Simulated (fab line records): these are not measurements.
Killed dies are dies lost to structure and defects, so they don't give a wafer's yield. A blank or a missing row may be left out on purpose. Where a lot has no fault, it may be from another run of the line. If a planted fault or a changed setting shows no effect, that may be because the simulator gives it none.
fab line records | flow n5-finfet
[record] lots = 12 | wafers = 34 | last-day = 18
route steps=1938 shown SDB@374 HKMG_FIN@388
lots that met no fault: from a run of the same line without faults
start-h: start of the lot's first displayed wafer, in hours after the record's first day | wait-h: hours from the lot's prior step to this one | " identical to the entry in the row above | L1.1+2: a single row standing in for several wafers | - either no value or no given start | * or withheld: withheld | < > ~ a bound
route shown NAME@n: NAME is a module with steps in the file, n the number in the route of the first one | usual: the fault-free wafers' mean and standard deviation | same: alike in all rows | chamber/n: place in a boat | sites: the reading at each site | _std_site: standard deviation across them | _edge_site: outer sites' mean less inner sites' | radius-mm: for every site, how far away it sits from the centre of the wafer | mask NAME#n: copy n | behind: the last tool/chamber to shape the wafer | hold: the reason the lot was held/the length of the hold in hours/how it ended | device: the n, p or np transistor that did not switch | end of line: the tests these same wafers got at the end of their route | a step given without rows: its recipe and nothing more | killed: dies that structure and defects cost at the first sort, which is not the same as the wafer's yield | map: per-die view of a wafer (x killed, . not killed, _ where there is no die)
set.NAME: the run value of the setting; set.NAME@STEP: its run value at that earlier step | model.NAME: the simulator's own value behind a step, which no gauge read
one table for each step of the route and one row for each wafer, over a sample of lots
services: the hour from which a tool's chamber was out of use, counted from the record's first day as start-h (under 0 if before that day), plus the number of hours and why
[[steps]]
[step N5_SDB_CMP_30]
[recipe] stop-on = poly-Si | t-overpolish-s = 1.54 | post-cmp-clean = alkaline-brush | down-force-psi = 4.1491 | platen-rpm = 51.796 | pad-velocity-m-s = 1.0306 | target-thk-nm = 30
[usual] head-pressure-psi = 4.148/0.01 | motor-current-A = 12.8/1.3 | overpolish-run-s = 1.542/0.0091 | time-to-endpoint-s = 19/3.5
lot.wafer | tool   | chamber | start-h | wait-h | head-pressure-psi | motor-current-A | overpolish-run-s | time-to-endpoint-s
L647.3    | cmp-01 | 3       | 73.12   | 1.4    | 4.156             | 11.0            | 1.544            | 14
L647.2    | "      | 0       | "       | "      | 4.144             | 13.8            | 1.539            | 25
L647.5    | "      | 2       | "       | "      | 4.146             | 13.7            | 1.534            | 22
L649.2    | cmp-02 | 0       | 83.05   | 1.4    | 4.142             | 13.2            | 1.532            | 17
L649.1    | "      | 1       | "       | "      | 4.140             | 11.9            | 1.560            | 17
L649.6    | "      | 1       | "       | "      | 4.136             | 12.0            | 1.556            | 19
L650.4    | cmp-02 | 1       | 87.98   | 1.4    | 4.158             | 11.8            | 1.552            | 20
L650.3    | "      | 0       | "       | "      | 4.129             | 13.2            | 1.531            | 22
L650.5    | "      | 1       | "       | "      | 4.164             | 11.7            | 1.549            | 19
L653.1    | cmp-02 | 2       | 105.03  | 1.5    | 4.164             | 12.8            | 1.542            | 21
L653.6    | "      | 0       | "       | "      | 4.140             | 13.8            | 1.545            | 22
L654.4    | cmp-02 | 2       | 116.04  | 0.2    | 4.151             | 12.4            | 1.522            | 18
L654.6    | "      | 1       | "       | "      | 4.143             | 11.3            | 1.545            | 18
L655.4    | cmp-01 | 1       | 121.59  | 1.4    | 4.155             | 13.3            | 1.537            | 13
L655.2    | "      | 2       | "       | "      | 4.138             | 13.6            | 1.528            | 22
L655.5    | "      | 0       | "       | "      | 4.163             | 14.2            | 1.540            | 21
L656.2    | cmp-01 | 1       | 125.08  | 1.4    | 4.146             | 13.0            | 1.545            | 19
L656.4    | "      | 2       | "       | "      | 4.158             | 13.9            | 1.550            | 23
L656.3    | "      | 3       | "       | "      | 4.141             | 10.7            | 1.568            | 12
L657.4    | cmp-01 | 0       | 134.38  | 1.5    | 4.135             | 14.2            | 1.545            | 24
L657.6    | "      | 1       | "       | "      | 4.142             | 13.9            | 1.542            | 19
L657.5    | "      | 2       | "       | "      | 4.156             | 13.5            | 1.516            | 21
L658.4    | cmp-01 | 1       | 134.83  | 1.4    | 4.148             | 13.5            | 1.540            | 15
L658.3    | "      | 3       | "       | "      | 4.157             | 10.0            | 1.546            | 13
L658.5    | "      | 2       | "       | "      | 4.144             | 14.1            | 1.557            | 23
L663.2    | cmp-03 | 0       | 166.07  | 1.4    | 4.153             | 10.9            | 1.540            | 18
L663.1    | "      | 2       | "       | "      | 4.136             | 12.1            | 1.530            | 20
L663.4    | "      | 3       | "       | "      | 4.148             | 13.8            | 1.549            | 23
L664.4    | cmp-02 | 0       | 170.91  | 1.5    | 4.140             | 12.7            | 1.540            | 20
L664.5    | "      | 2       | "       | "      | 4.154             | 13.8            | 1.534            | 22
L664.6    | "      | 3       | "       | "      | 4.159             | 13.3            | 1.534            | 18
L670.2    | cmp-01 | 3       | 213.26  | 1.4    | 4.153             | 10.6            | 1.525            | 11
L670.3    | "      | 0       | "       | "      | 4.159             | 13.5            | 1.561            | 21
L670.5    | "      | 0       | "       | "      | 4.125             | 14.2            | 1.552            | 20
[step N5_HKMG_FIN_ALD_74]
[recipe] material = La2O3 | target-thk-a = 5 | temp-c = 250 | ald-precursor-family = La-Cp | ald-co-reactant = O3 | pulse-time-s = 6 | co-reactant-pulse-time-s = 1 | purge-time-s = 3 | co-reactant-purge-time-s = 3
[usual] heater-power-w = 347/36 | precursor-pulse-height-rel = 0.998/0.021
lot.wafer | tool      | chamber | start-h | wait-h | heater-power-w | precursor-pulse-height-rel
L647.2    | ald-hk-02 | 3       | 74.45   | 0.2    | 439            | 0.991
L647.3    | "         | 0       | "       | "      | 344            | 0.991
L647.5    | "         | 0       | "       | "      | 354            | 1.012
L649.1    | ald-hk-01 | 3       | 84.50   | 0.2    | 300            | 1.012
L649.2    | "         | 0       | "       | "      | 301            | 0.993
L649.6    | "         | 2       | "       | "      | 305            | 0.973
L650.3    | ald-hk-03 | 1       | 89.39   | 0.1    | 350            | 0.983
L650.4    | "         | 0       | "       | "      | 374            | 1.016
L650.5    | "         | 1       | "       | "      | 346            | 1.025
L653.1    | ald-hk-01 | 1       | 106.27  | 0.2    | 357            | 1.000
L653.6    | "         | 0       | "       | "      | 300            | 1.017
L654.4    | ald-hk-01 | 1       | 117.35  | 0.1    | 347            | 0.959
L654.6    | "         | 0       | "       | "      | 307            | 1.031
L655.2    | ald-hk-01 | 0       | 123.16  | 0.2    | 305            | 1.000
L655.4    | "         | 2       | "       | "      | 308            | 0.997
L655.5    | "         | 0       | "       | "      | 311            | 0.985
L656.2    | ald-hk-03 | 0       | 126.41  | 0.2    | 368            | 1.025
L656.3    | "         | 2       | "       | "      | 356            | 1.032
L656.4    | "         | 3       | "       | "      | 383            | 0.963
L657.4    | ald-hk-02 | 2       | 135.65  | 0.1    | 353            | 0.954
L657.5    | "         | 1       | "       | "      | 319            | 1.004
L657.6    | "         | 2       | "       | "      | 351            | 0.979
L658.3    | ald-hk-01 | 2       | 136.15  | 0.1    | 314            | 0.985
L658.4    | "         | 0       | "       | "      | 297            | 0.987
L658.5    | "         | 1       | "       | "      | 343            | 1.008
L663.1    | ald-hk-01 | 2       | 167.41  | 0.2    | 311            | 1.010
L663.2    | "         | 0       | "       | "      | 311            | 1.006
L663.4    | "         | 3       | "       | "      | 297            | 1.046
L664.4    | ald-hk-01 | 3       | 172.19  | 0.1    | 299            | 0.994
L664.5    | "         | 1       | "       | "      | 344            | 0.990
L664.6    | "         | 2       | "       | "      | 319            | 1.009
L670.2    | ald-hk-03 | 0       | 214.59  | 0.2    | 378            | 0.984
L670.3    | "         | 3       | "       | "      | 381            | 1.016
L670.5    | "         | 3       | "       | "      | 379            | 0.994
[step N5_HKMG_FIN_DESCUM_53]
[recipe] chemistry = O2 | time-s = 7.9 | source-power-w = 50 | bias-power-w = 20 | pressure-mtorr = 20 | rf-frequency-hz = 2.712e+07 | temp-c = 40 | resist = CAR-ArF | o2-flow-sccm = 225
[usual] bias-power-w = 19.99/0.056 | drypump-motor-current-A = 5.6/0.43 | oes-product-au = 0.79/0.052 | rf-vpp-V = 243.0/1.3 | showerhead-plenum-p-Torr = 2.09/0.068 | throttle-valve-pct = 20.38/0.19
lot.wafer | tool        | chamber | start-h | wait-h | bias-power-w | drypump-motor-current-A | oes-product-au | rf-hours-counter-h | rf-vpp-V | showerhead-plenum-p-Torr | throttle-valve-pct
L647.2    | rie-diel-04 | 0       | 75.08   | 0.0    | 19.97        | 5.6                     | 0.73           | 204                | 241.0    | 2.00                     | 20.43
L647.3    | "           | 1       | "       | "      | 19.97        | 5.8                     | 0.83           | 95                 | 242.4    | 2.14                     | 20.51
L647.5    | "           | 1       | "       | "      | 20.07        | 5.8                     | 0.82           | -                  | 242.8    | 2.14                     | 20.50
L649.1    | rie-diel-02 | 0       | 85.13   | 0.0    | 20.06        | 6.1                     | 0.82           | 90                 | 242.6    | 2.00                     | 20.25
L649.2    | "           | 3       | "       | "      | 19.93        | 4.9                     | 0.91           | 16                 | 243.8    | 2.17                     | 20.61
L649.6    | "           | 1       | "       | "      | 19.89        | 5.2                     | 0.78           | -                  | 243.1    | 2.10                     | 20.27
L650.3    | rie-diel-02 | 1       | 89.89   | 0.0    | 20.01        | 5.2                     | 0.79           | 96                 | 244.0    | 2.10                     | 20.27
L650.4    | "           | 0       | "       | "      | 19.99        | 6.2                     | 0.82           | 92                 | 243.1    | 2.00                     | 20.22
L650.5    | "           | 1       | "       | "      | 19.93        | 5.2                     | 0.79           | -                  | 243.8    | 2.10                     | 20.27
L653.1    | rie-diel-04 | 0       | 106.90  | 0.0    | 20.01        | 5.6                     | 0.71           | 217                | 241.2    | 2.00                     | 20.46
L653.6    | "           | 0       | "       | "      | 20.03        | 5.6                     | 0.72           | -                  | 241.3    | 2.00                     | 20.46
L654.4    | rie-diel-01 | 1       | 117.87  | 0.0    | 20.01        | 5.7                     | 0.83           | -                  | 241.8    | 2.04                     | 20.15
L654.6    | "           | 0       | "       | "      | 19.99        | 6.2                     | 0.77           | -                  | 242.4    | 2.04                     | 20.62
L655.2    | rie-diel-01 | 3       | 123.67  | 0.0    | 20.00        | 5.4                     | 0.76           | 111                | 240.7    | 2.03                     | 20.62
L655.4    | "           | 1       | "       | "      | 20.01        | 5.8                     | 0.82           | 78                 | 241.9    | 2.03                     | 20.15
L655.5    | "           | 3       | "       | "      | 19.95        | 5.4                     | 0.77           | -                  | 243.1    | 2.03                     | 20.60
L656.2    | rie-diel-02 | 1       | 127.04  | 0.0    | 20.10        | 5.2                     | 0.77           | 106                | 244.1    | 2.10                     | 20.29
L656.3    | "           | 2       | "       | "      | 20.01        | 5.8                     | 0.81           | 81                 | 243.8    | 2.17                     | 20.11
L656.4    | "           | 3       | "       | "      | 20.03        | 4.8                     | 0.88           | 29                 | 244.4    | 2.17                     | 20.63
L657.4    | rie-diel-02 | 0       | 136.77  | 0.6    | 20.01        | 6.1                     | 0.80           | 107                | 242.7    | 2.00                     | 20.28
L657.5    | "           | 2       | "       | "      | 20.05        | 5.8                     | 0.80           | -                  | 244.5    | 2.17                     | 20.13
L657.6    | "           | 1       | "       | "      | 19.95        | 5.2                     | 0.76           | -                  | 244.2    | 2.10                     | 20.29
L658.3    | rie-diel-01 | 3       | 137.48  | 0.9    | 20.05        | 5.4                     | 0.76           | 116                | 241.2    | 2.03                     | 20.62
L658.4    | "           | 2       | "       | "      | 19.99        | 5.6                     | 0.81           | 76                 | 242.7    | 2.12                     | 20.28
L658.5    | "           | 3       | "       | "      | 19.99        | 5.4                     | 0.77           | -                  | 241.4    | 2.03                     | 20.64
L663.1    | rie-diel-02 | 0       | 167.92  | 0.0    | 20.07        | 6.1                     | 0.79           | 118                | 241.9    | 1.99                     | 20.30
L663.2    | "           | 2       | "       | "      | 20.02        | 5.8                     | 0.78           | 95                 | 243.8    | 2.17                     | 20.16
L663.4    | "           | 3       | "       | "      | 19.95        | 4.9                     | 0.85           | 43                 | 242.3    | 2.16                     | 20.65
L664.4    | rie-diel-02 | 0       | 172.83  | 0.0    | 20.00        | 6.1                     | 0.78           | 120                | 242.4    | 1.99                     | 20.29
L664.5    | "           | 3       | "       | "      | 19.95        | 4.9                     | 0.85           | -                  | 244.3    | 2.16                     | 20.66
L664.6    | "           | 0       | "       | "      | 19.93        | 6.1                     | 0.78           | -                  | 242.8    | 1.99                     | 20.31
L670.2    | rie-diel-01 | 2       | 215.54  | 0.4    | 19.95        | 5.6                     | 0.79           | 101                | 244.4    | 2.11                     | 20.31
L670.3    | "           | 3       | "       | "      | 19.96        | 5.4                     | 0.74           | 141                | 243.4    | 2.02                     | 20.66
L670.5    | "           | 1       | "       | "      | 20.01        | 5.8                     | 0.79           | -                  | 241.9    | 2.02                     | 20.20
[step N5_HKMG_FIN_CVD_62]
[recipe] material = a-Si | target-thk-a = 30 | temp-c = 500 | precursor = Si2H6 | pressure-torr = 1 | time-s = 20.8
[usual] heater-power-w = 1410/140 | susceptor-temp-C = 500.01/0.27
lot.wafer | tool              | chamber | start-h | wait-h | heater-power-w | susceptor-temp-C
L647.2    | thermal-cvd-si-02 | 1       | 76.81   | 0.2    | 1423           | 499.63
L647.3    | "                 | 2       | "       | "      | 1578           | 499.81
L647.5    | "                 | 1       | "       | "      | 1430           | 500.67
L649.1    | thermal-cvd-si-02 | 1       | 86.86   | 0.2    | 1438           | 500.02
L649.2    | "                 | 2       | "       | "      | 1549           | 499.59
L649.6    | "                 | 1       | "       | "      | 1446           | 499.96
L650.3    | thermal-cvd-si-01 | 0       | 91.70   | 0.2    | 1415           | 499.88
L650.4    | "                 | 2       | "       | "      | 1164           | 499.82
L650.5    | "                 | 0       | "       | "      | 1393           | 500.04
L653.1    | thermal-cvd-si-02 | 0       | 108.63  | 0.2    | 1433           | 500.12
L653.6    | "                 | 2       | "       | "      | 1543           | 500.17
L654.4    | thermal-cvd-si-01 | 1       | 119.64  | 0.1    | 1476           | 500.34
L654.6    | "                 | 0       | "       | "      | 1376           | 500.45
L655.2    | thermal-cvd-si-02 | 1       | 125.40  | 0.2    | 1412           | 500.04
L655.4    | "                 | 1       | "       | "      | 1428           | 499.65
L655.5    | "                 | 0       | "       | "      | 1477           | 500.38
L656.2    | thermal-cvd-si-01 | 0       | 128.77  | 0.2    | 1433           | 500.42
L656.3    | "                 | 1       | "       | "      | 1477           | 499.94
L656.4    | "                 | 1       | "       | "      | 1480           | 499.70
L657.4    | thermal-cvd-si-02 | 0       | 138.55  | 0.2    | 1452           | 499.93
L657.5    | "                 | 1       | "       | "      | 1455           | 499.98
L657.6    | "                 | 2       | "       | "      | 1552           | 499.83
L658.3    | thermal-cvd-si-01 | 2       | 139.21  | 0.2    | 1166           | 500.32
L658.4    | "                 | 0       | "       | "      | 1393           | 499.89
L658.5    | "                 | 2       | "       | "      | 1123           | 500.43
L663.1    | thermal-cvd-si-02 | 1       | 169.68  | 0.2    | 1725           | 535.17
L663.2    | "                 | 0       | "       | "      | 1437           | 500.11
L663.4    | "                 | 2       | "       | "      | 1560           | 500.28
L664.4    | thermal-cvd-si-01 | 1       | 174.62  | 0.2    | 1481           | 499.65
L664.5    | "                 | 0       | "       | "      | 1397           | 500.22
L664.6    | "                 | 2       | "       | "      | 1161           | 499.69
L670.2    | thermal-cvd-si-01 | 0       | 217.26  | 0.2    | 1431           | 500.29
L670.3    | "                 | 1       | "       | "      | 1474           | 500.08
L670.5    | "                 | 1       | "       | "      | 1509           | 500.10
[[services]]
tool              | chamber | start-h | hours | kind
rie-diel-01       | -       | 55.43   | 14.6  | pm
cmp-02            | -       | 56.23   | 5.8   | repair
rie-diel-01       | 1       | 71.65   | 13.0  | repair
cmp-02            | -       | 74.69   | 0.4   | repair
rie-diel-01       | 3       | 89.17   | 31.4  | repair
rie-diel-01       | -       | 116.22  | 0.3   | repair
cmp-02            | -       | 120.37  | 3.8   | pm
thermal-cvd-si-02 | 2       | 120.78  | 5.0   | repair
thermal-cvd-si-01 | -       | 126.65  | 0.7   | repair
cmp-01            | -       | 144.06  | 8.7   | pm
thermal-cvd-si-01 | 0       | 151.85  | 17.3  | repair
cmp-02            | -       | 153.93  | 0.7   | repair
cmp-01            | -       | 158.35  | 4.3   | pm
cmp-01            | -       | 166.41  | 7.5   | pm
thermal-cvd-si-01 | -       | 177.76  | 3.6   | repair
rie-diel-02       | 2       | 180.71  | 1.5   | repair
ald-hk-03         | -       | 180.82  | 2.8   | pm
rie-diel-02       | 3       | 182.82  | 5.4   | repair
ald-hk-01         | -       | 193.36  | 0.7   | repair
cmp-02            | -       | 194.72  | 1.6   | repair
cmp-01            | -       | 196.79  | 4.5   | repair
ald-hk-03         | -       | 198.90  | 8.7   | pm
rie-diel-01       | -       | 205.96  | 2.7   | repair
cmp-02            | -       | 211.88  | 4.0   | pm
[[key]]
[first-sign] step = N5_HKMG_FIN_CVD_62 | reading = susceptor-temp-C | direction = up | sigmas = 99+ | usual = * | struck = *
effect none on later readings
met-at N5_HKMG_FIN_CVD_62
struck-lots L663
struck-wafers L663.1
tester-left-out L663
not-acting-at N5_SDB_CMP_30,N5_HKMG_FIN_ALD_74,N5_HKMG_FIN_DESCUM_53
onset-between 138.55 169.68
[fault] kind = process-parameter-drift | tool = thermal-cvd-si-02 | chamber = 1 | onset-h = 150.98 | steps = N5_HKMG_FIN_CVD_62 | channel = temp-c | offset = * | shape = step | end-h = 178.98 | stated = *
// tester-left-out: of these lots the tester's yield and bins aren't shown, on N5 and GAA mostly nor the transistor test; their killed dies are dies lost to structure and defects alone, not to doping, threshold or leakage, so they don't give the yield
